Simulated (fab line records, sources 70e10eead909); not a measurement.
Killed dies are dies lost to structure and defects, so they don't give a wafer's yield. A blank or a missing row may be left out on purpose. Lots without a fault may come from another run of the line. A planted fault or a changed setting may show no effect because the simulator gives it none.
Chamber matching | flow nand_harc | NHARC_A_BLC_ALD_23 on ald_metal-01: 4 sister chambers
The step deposits TiN, target thk 3 nm, pulse time 1 s, ald cycles 150. 18 wafers are shown with their chamber, then 9 later ones without.

WAFERS WITH THEIR CHAMBER
wafer  | chamber | heater_power_w (W) | precursor_pulse_height_rel
L074.1 | 2       | 953                | 0.957
L074.3 | 0       | 1073               | 0.978
L074.6 | 2       | 990                | 1.015
L076.2 | 2       | 965                | 1.015
L076.4 | 0       | 1072               | 0.964
L076.5 | 2       | 993                | 1.004
L077.2 | 0       | 1048               | 1.019
L077.4 | 2       | 981                | 1.024
L077.6 | 3       | 1063               | 0.989
L086.4 | 3       | 1018               | 0.984
L086.5 | 3       | 1054               | 1.024
L086.6 | 0       | 988                | 1.017
L086.1 | 1       | 1176               | 0.987
L086.2 | 2       | 1027               | 0.962
L086.3 | 0       | 998                | 0.980
L095.2 | 0       | 962                | 1.008
L095.5 | 0       | 1001               | 0.998
L095.6 | 3       | 1050               | 1.039

SIGNATURES (means of the wafers above)
reading                    | chamber 0 | chamber 1 | chamber 2 | chamber 3 | scatter within a chamber
heater_power_w             | 1020.29   | 1176.00   | 984.83    | 1046.25   | 33.8
precursor_pulse_height_rel | 0.99486   | 0.98700   | 0.99617   | 1.00900   | 0.0255
Rule: a wafer's distance from a chamber is the root of the sum, over the readings, of the square of ((its reading less the chamber's mean) divided by the reading's scatter). The wafer belongs to the nearest chamber; if the next one is less than 2 further off, it can't be placed. The scatter: the root of (the sum of the squares of (reading less its chamber's mean) over the shown wafers, divided by (wafers less chambers)).

WAFERS WITHOUT THEIR CHAMBER
wafer  | heater_power_w (W) | precursor_pulse_height_rel
L091.3 | 1153               | 0.983
L091.4 | 1140               | 1.042
L091.5 | 993                | 0.985
L094.1 | 1011               | 0.984
L094.2 | 1137               | 0.975
L094.3 | 982                | 1.014
L097.1 | 986                | 1.014
L097.5 | 1015               | 0.997
L097.6 | 1004               | 1.013

WHICH CHAMBER EACH WENT THROUGH
wafer  | from the rows above          | in truth
L091.3 | 1                            | 1
L091.4 | can't be placed: 1 or 3 or 0 | 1
L091.5 | can't be placed: 2 or 0 or 3 | 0
L094.1 | can't be placed: 0 or 2 or 3 | 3
L094.2 | can't be placed: 1 or 3      | 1
L094.3 | can't be placed: 2 or 0 or 3 | 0
L097.1 | can't be placed: 2 or 0 or 3 | 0
L097.5 | can't be placed: 0 or 2 or 3 | 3
L097.6 | can't be placed: 0 or 2 or 3 | 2
Placed correctly: 1 of 9. Can't be placed from these rows: 8 (the true chamber is among the candidates in 8). Placed wrongly: 0.
